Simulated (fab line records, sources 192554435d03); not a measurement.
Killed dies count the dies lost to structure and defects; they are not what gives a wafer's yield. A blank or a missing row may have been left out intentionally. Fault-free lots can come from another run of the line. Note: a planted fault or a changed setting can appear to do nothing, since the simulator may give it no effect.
Chamber matching | flow n5_finfet | rie_diel-03 running N5_BEOL_M11_ETCH_61: 4 sister chambers
The step etches SiARC in CF4, target depth 39 nm, time 65 s. 7 wafers are shown with their chamber, then 7 later ones without.

## EACH WAFER AND ITS CHAMBER
wafer  | chamber | drypump_motor_current_A (A) | throttle_valve_pct (%)
L076.4 | 0       | 5.6                         | 15.14
L082.2 | 2       | 5.3                         | 15.51
L087.3 | 3       | 6.6                         | 15.69
L087.5 | 1       | 5.9                         | 15.75
L087.6 | 2       | 5.2                         | 15.54
L085.4 | 1       | 5.9                         | 15.74
L085.5 | 3       | 6.6                         | 15.70

## WAFERS WITH NO CHAMBER GIVEN
wafer  | drypump_motor_current_A (A) | throttle_valve_pct (%)
L085.6 | 5.6                         | 15.21
L089.1 | 5.3                         | 15.54
L089.4 | 5.5                         | 15.19
L089.6 | 5.3                         | 15.55
L096.2 | 5.6                         | 15.23
L096.3 | 6.6                         | 15.73
L096.5 | 5.2                         | 15.55

## WHICH CHAMBER EACH WENT THROUGH
wafer  | from the rows above | in truth
L085.6 | 0                   | 0
L089.1 | 2                   | 2
L089.4 | 0                   | 0
L089.6 | 2                   | 2
L096.2 | 0                   | 0
L096.3 | 3                   | 3
L096.5 | 2                   | 2
Correct placement for 7 of the 7. Not placeable from these rows: 0. Placed wrongly: 0.
How it was worked out, from the rows above alone: a wafer's distance from a chamber is the root of the sum, over the readings, of the square of ((its reading less the chamber's mean) divided by the reading's scatter). The wafer belongs to the nearest chamber; if the next one is less than 2 further off, it can't be placed. For every chamber, the mean is computed from those of its wafers that are shown. The scatter: the root of (the sum of the squares of (reading less its chamber's mean) over the shown wafers, divided by (wafers less chambers)).
